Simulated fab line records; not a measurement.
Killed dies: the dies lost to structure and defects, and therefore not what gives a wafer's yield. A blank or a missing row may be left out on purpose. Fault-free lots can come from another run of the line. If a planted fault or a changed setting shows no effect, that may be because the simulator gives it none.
fab line records	flow nand-harc
record: lots: 13	wafers: 39	last-day: 24
route steps=1159 shown A_CONTACT@947 A_BLC@969
lots with no fault: from the same line, run without faults
start-h: start of the lot's first displayed wafer, in hours after the record's first day	wait-h: time in hours since the lot's previous step	" repeats the value in the row above	L1.1+2: a row that stands for several wafers	- no value present, or no start provided	* or withheld: withheld	< > ~ a bound
route shown NAME@n: NAME is a module with steps in the file, n the number in the route of the first one	usual: mean/standard deviation taken from wafers without a fault	same: alike in all rows	chamber/n: place in a boat	sites: the reading at each site	_std_site: the standard deviation of these	_edge_site: outer sites' mean less inner sites'	radius-mm: for every site, how far away it sits from the centre of the wafer	mask NAME#n: copy n	behind: the most recent tool/chamber to have shaped the wafer	hold: what put the lot on hold/how long, in hours/how the hold closed	device: the n, p or np transistor that did not switch	end of line: tests of these same wafers at the route's end	for a step that has no rows: nothing shown but its recipe	killed: the dies lost at the first sort to structure and to defects; this is not the yield of the wafer	map: a wafer's dies, x killed, . not, _ none there
set.NAME: the setting that was run; set.NAME@STEP: the one run at that earlier step	model.NAME: the simulator's own value behind a step, which no gauge read
one table for each step of the route and one row for each wafer, over a sample of lots
services: when a tool's chamber went out of use (start-h, in hours from the record's first day, below 0 if earlier), for how many hours, and the reason
== steps ==
step: NHARC_A_CONTACT_ETCH_138
recipe: source-w: withheld	pressure-mtorr: 20	bias-v: 3000	time-s: 132	target-depth-a: 12890	ar-flow-sccm: withheld	c4f8-flow-sccm: withheld	o2-flow-sccm: withheld	chemistry: C4F8/O2/Ar
lot.wafer	tool	chamber	start-h	wait-h	rf-hours-counter-h
L518.2	har-cap-etch-01	1	394.94	0.1	59
L518.4	"	1	"	"	-
L518.3	"	0	"	"	-
L521.2	har-cap-etch-02	1	398.80	0.1	14
L521.4	"	1	"	"	-
L521.6	"	1	"	"	-
L519.2	har-cap-etch-03	0	399.94	0.1	90
L519.5	"	0	"	"	-
L519.6	"	1	"	"	-
L520.2	har-cap-etch-01	1	406.39	0.1	61
L520.3	"	0	"	"	-
L520.5	"	1	"	"	-
L522.2	har-cap-etch-03	1	409.71	0.1	92
L522.3	"	0	"	"	-
L522.4	"	1	"	"	-
L523.1	har-cap-etch-02	1	422.89	0.1	18
L523.3	"	1	"	"	-
L523.5	"	0	"	"	-
L530.2	har-cap-etch-03	0	457.98	0.1	101
L530.1	"	1	"	"	101
L530.6	"	1	"	"	-
L529.1	har-cap-etch-03	1	459.47	0.1	102
L529.3	"	1	"	"	-
L529.6	"	1	"	"	-
L533.1	har-cap-etch-01	0	473.33	0.1	75
L533.3	"	1	"	"	-
L533.6	"	1	"	"	-
L538.2	har-cap-etch-01	1	489.57	0.1	78
L538.1	"	0	"	"	78
L538.3	"	0	"	"	-
L539.2	har-cap-etch-01	0	493.83	0.1	79
L539.3	"	1	"	"	-
L539.6	"	0	"	"	-
L537.2	har-cap-etch-01	1	504.31	0.1	80
L537.3	"	1	"	"	-
L537.6	"	0	"	"	-
L540.1	har-cap-etch-02	0	506.02	0.1	35
L540.2	"	1	"	"	35
L540.3	"	0	"	"	-
step: NHARC_A_CONTACT_ETCH_139
recipe: source-w: withheld	pressure-mtorr: 20	bias-v: 400	time-s: 137	target-depth-a: 5900	ar-flow-sccm: withheld	c4f8-flow-sccm: 11.5	o2-flow-sccm: 7.2	chemistry: C4F8/O2/Ar
lot.wafer	tool	chamber	start-h	wait-h	rf-hours-counter-h
L518.2	har-cap-etch-01	1	395.11	0.1	59
L518.4	"	1	"	"	-
L518.3	"	0	"	"	-
L521.2	har-cap-etch-02	1	398.92	0.1	14
L521.4	"	1	"	"	-
L521.6	"	1	"	"	-
L519.2	har-cap-etch-03	0	400.06	0.1	90
L519.5	"	0	"	"	-
L519.6	"	1	"	"	-
L520.2	har-cap-etch-01	1	406.52	0.1	61
L520.3	"	0	"	"	-
L520.5	"	1	"	"	-
L522.2	har-cap-etch-03	1	409.85	0.1	92
L522.3	"	0	"	"	-
L522.4	"	1	"	"	-
L523.1	har-cap-etch-02	1	423.02	0.1	18
L523.3	"	1	"	"	-
L523.5	"	0	"	"	-
L530.2	har-cap-etch-03	0	458.14	0.1	101
L530.1	"	1	"	"	101
L530.6	"	1	"	"	-
L529.1	har-cap-etch-03	1	459.66	0.2	102
L529.3	"	1	"	"	-
L529.6	"	1	"	"	-
L533.1	har-cap-etch-01	0	473.45	0.1	75
L533.3	"	1	"	"	-
L533.6	"	1	"	"	-
L538.2	har-cap-etch-01	1	489.73	0.1	78
L538.1	"	0	"	"	78
L538.3	"	0	"	"	-
L539.2	har-cap-etch-01	0	493.95	0.1	79
L539.3	"	1	"	"	-
L539.6	"	0	"	"	-
L537.2	har-cap-etch-01	1	504.44	0.1	80
L537.3	"	1	"	"	-
L537.6	"	0	"	"	-
L540.1	har-cap-etch-02	0	506.14	0.1	35
L540.2	"	1	"	"	35
L540.3	"	0	"	"	-
step: NHARC_A_BLC_SOFTBAKE_05
recipe: temp-c: 105	time-s: 55
usual: exhaust-pa: 45.1/0.89	heater-power-total-W: 188.45/0.14	plate-temp-C: 104.99/0.15	resist-line-temp-C: 23.00/0.098
lot.wafer	tool	chamber	start-h	wait-h	exhaust-pa	heater-power-total-W	plate-temp-C	resist-line-temp-C
L518.2	litho-track-01	0	407	-	46.8	188.59	105.11	22.84
L518.3	"	0	"	"	45.8	188.34	105.11	23.02
L518.4	"	0	"	"	46.1	188.44	105.20	22.89
L521.2	litho-track-01	0	407	-	45.3	188.44	104.74	23.05
L521.4	"	0	"	"	45.1	188.29	104.96	22.96
L521.6	"	0	"	"	44.4	188.48	104.90	23.09
L519.2	litho-track-04	0	408	-	44.7	188.47	104.98	22.91
L519.5	"	0	"	"	44.4	188.35	104.78	22.84
L519.6	"	0	"	"	44.8	188.36	105.07	23.13
L520.2	litho-track-06	0	415	-	43.6	188.42	104.86	23.01
L520.3	"	0	"	"	45.3	188.48	104.93	23.05
L520.5	"	0	"	"	44.7	188.44	104.98	23.00
L522.2	litho-track-01	0	416	-	44.9	188.36	105.06	23.14
L522.3	"	0	"	"	46.1	188.44	105.16	23.17
L522.4	"	0	"	"	45.1	188.67	105.13	23.18
L523.1	litho-track-06	0	427	-	46.2	188.75	105.07	22.88
L523.3	"	0	"	"	46.9	188.38	104.90	22.91
L523.5	"	0	"	"	45.8	188.24	105.02	22.80
L530.1	litho-track-06	0	461	-	45.4	183.43	105.08	23.07
L530.2	"	0	"	"	45.6	183.49	105.11	22.98
L530.6	"	0	"	"	46.0	183.62	105.01	22.93
L529.1	litho-track-06	0	466	-	44.4	183.46	105.13	23.04
L529.3	"	0	"	"	46.7	183.55	105.07	23.03
L529.6	"	0	"	"	45.9	183.72	105.11	22.94
L533.1	litho-track-04	0	484	-	44.2	188.41	104.90	23.19
L533.3	"	0	"	"	45.9	188.36	105.04	23.03
L533.6	"	0	"	"	43.6	188.37	105.03	23.05
L538.1	litho-track-01	0	493	-	46.0	188.40	105.02	23.01
L538.2	"	0	"	"	45.0	188.46	104.83	22.87
L538.3	"	0	"	"	44.5	188.44	104.90	23.02
L539.2	litho-track-01	0	497	-	45.7	188.47	104.94	22.88
L539.3	"	0	"	"	45.4	188.44	104.86	22.88
L539.6	"	0	"	"	46.4	188.39	104.97	22.91
L537.2	litho-track-01	0	509	-	44.7	188.46	105.04	22.92
L537.3	"	0	"	"	44.8	188.31	105.07	23.02
L537.6	"	0	"	"	44.4	188.50	105.15	23.00
L540.1	litho-track-01	0	510	-	43.9	188.38	104.88	23.10
L540.2	"	0	"	"	43.2	188.39	104.78	23.10
L540.3	"	0	"	"	45.9	188.35	104.75	23.10
step: NHARC_A_BLC_DESCUM_15
recipe: time-s: 3	o2-flow-sccm: 200	ar-flow-sccm: 0	bias-power-w: 0	chemistry: O2
usual: drypump-motor-current-A: 5.8/0.36	oes-product-au: 1.001/0.0072	rf-vpp-V: 57.8/0.91	showerhead-plenum-p-Torr: 1.92/0.067	throttle-valve-pct: 11.311/0.0095
lot.wafer	tool	chamber	start-h	wait-h	drypump-motor-current-A	oes-product-au	rf-hours-counter-h	rf-vpp-V	showerhead-plenum-p-Torr	throttle-valve-pct
L518.3	rie-diel-09	0	407.72	0.1	5.3	0.980	15	57.4	1.78	11.322
L518.4	"	1	"	"	6.1	0.999	14	56.9	1.92	11.334
L518.2	"	2	"	"	6.0	0.989	14	57.0	1.92	11.322
L521.4	rie-diel-04	1	408.34	0.1	6.2	1.004	9	56.3	1.90	11.298
L521.2	"	2	"	"	5.5	0.999	10	58.1	1.86	11.317
L521.6	"	1	"	"	6.2	1.000	-	57.2	1.90	11.320
L519.2	rie-diel-13	2	409.23	0.1	6.0	1.004	50	58.7	2.06	11.297
L519.6	"	1	"	"	6.2	0.990	-	58.2	1.97	11.314
L519.5	"	2	"	"	6.0	1.003	-	58.0	2.06	11.302
L520.3	rie-diel-04	1	415.81	0.1	6.2	0.993	10	58.0	1.90	11.309
L520.2	"	3	"	"	5.9	1.008	10	59.0	1.89	11.304
L520.5	"	0	"	"	5.5	1.004	-	58.6	1.94	11.312
L522.3	rie-diel-04	3	416.99	0.1	5.9	0.997	11	59.1	1.89	11.325
L522.4	"	0	"	"	5.5	1.018	10	56.9	1.94	11.291
L522.2	"	2	"	"	5.5	1.007	11	57.4	1.86	11.317
L523.3	rie-diel-04	2	427.90	0.1	5.4	1.003	12	58.0	1.86	11.311
L523.1	"	3	"	"	5.9	1.019	12	58.7	1.89	11.326
L523.5	"	3	"	"	5.9	1.012	-	58.1	1.89	11.312
L530.2	rie-diel-13	2	462.30	0.1	6.0	0.995	0	58.4	2.05	11.303
L530.1	"	0	"	"	4.8	1.001	0	59.2	2.00	11.309
L530.6	"	1	"	"	6.2	0.996	-	57.5	1.97	11.313
L529.1	rie-diel-13	3	467.43	0.1	6.1	1.001	2	58.0	2.08	11.314
L529.3	"	0	"	"	4.7	1.000	2	56.5	2.00	11.298
L529.6	"	3	"	"	6.1	0.988	-	59.4	2.08	11.314
L533.1	rie-diel-04	2	484.58	0.1	5.5	1.011	1	56.5	1.86	11.297
L533.3	"	0	"	"	5.5	1.000	1	58.2	1.94	11.317
L533.6	"	2	"	"	5.5	1.004	-	58.3	1.86	11.309
L538.1	rie-diel-04	3	493.95	0.1	5.9	0.998	2	58.1	1.89	11.297
L538.3	"	0	"	"	5.4	1.007	2	58.2	1.94	11.312
L538.2	"	2	"	"	5.4	1.005	2	57.2	1.86	11.316
L539.2	rie-diel-04	2	497.84	0.1	5.5	0.999	2	56.4	1.86	11.312
L539.3	"	3	"	"	5.9	1.000	2	58.5	1.89	11.313
L539.6	"	0	"	"	5.5	0.999	-	57.2	1.94	11.313
L537.2	rie-diel-13	2	510.37	0.1	6.0	1.006	14	58.4	2.05	11.303
L537.3	"	0	"	"	4.7	1.006	15	56.3	1.99	11.317
L537.6	"	3	"	"	6.1	0.995	-	59.0	2.07	11.320
L540.3	rie-diel-09	1	510.77	0.1	6.1	0.993	7	58.1	1.91	11.325
L540.2	"	2	"	"	6.0	0.989	7	55.6	1.92	11.303
L540.1	"	3	"	"	5.7	0.993	7	57.6	1.96	11.312
== services ==
tool	chamber	start-h	hours	kind
rie-diel-04	0	371.53	-	clean
rie-diel-04	1	371.53	-	clean
rie-diel-04	2	371.53	-	clean
rie-diel-04	3	371.53	-	clean
rie-diel-13	3	371.96	3.1	repair
rie-diel-04	0	396.03	-	clean
rie-diel-04	1	396.03	-	clean
rie-diel-04	2	396.03	-	clean
rie-diel-04	3	396.03	-	clean
rie-diel-04	0	420.53	-	clean
rie-diel-04	1	420.53	-	clean
rie-diel-04	2	420.53	-	clean
rie-diel-04	3	420.53	-	clean
rie-diel-09	-	431.11	9.0	pm
rie-diel-13	-	433.34	0.6	repair
litho-track-01	-	443.00	7.0	pm
rie-diel-04	0	445.03	-	clean
rie-diel-04	1	445.03	-	clean
rie-diel-04	2	445.03	-	clean
rie-diel-13	-	453.21	9.0	pm
rie-diel-09	1	458.80	6.5	repair
rie-diel-04	-	465.90	9.0	pm
litho-track-06	-	467.00	7.0	pm
litho-track-04	-	491.00	7.0	pm
== key ==
first-sign: step: NHARC_A_BLC_SOFTBAKE_05	reading: heater-power-total-W	direction: down	sigmas: 34	usual: *	struck: *
effect none on later readings
met-at NHARC_A_BLC_SOFTBAKE_05
struck-lots L529,L530
tester-left-out L529,L530
not-acting-at NHARC_A_CONTACT_ETCH_138,NHARC_A_CONTACT_ETCH_139,NHARC_A_BLC_DESCUM_15
onset-between 427 461
fault: kind: process-parameter-drift	tool: litho-track-06	chamber: -	onset-h: 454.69	steps: NHARC_A_BLC_SOFTBAKE_05	channel: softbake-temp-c	offset: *	shape: step	end-h: 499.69	acts-in: *	stated: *
tester-left-out: of these lots the tester's yield and bins aren't shown, on N5 and GAA mostly nor the transistor test; their killed dies are dies lost to structure and defects alone, not to doping, threshold or leakage, so they don't give the yield
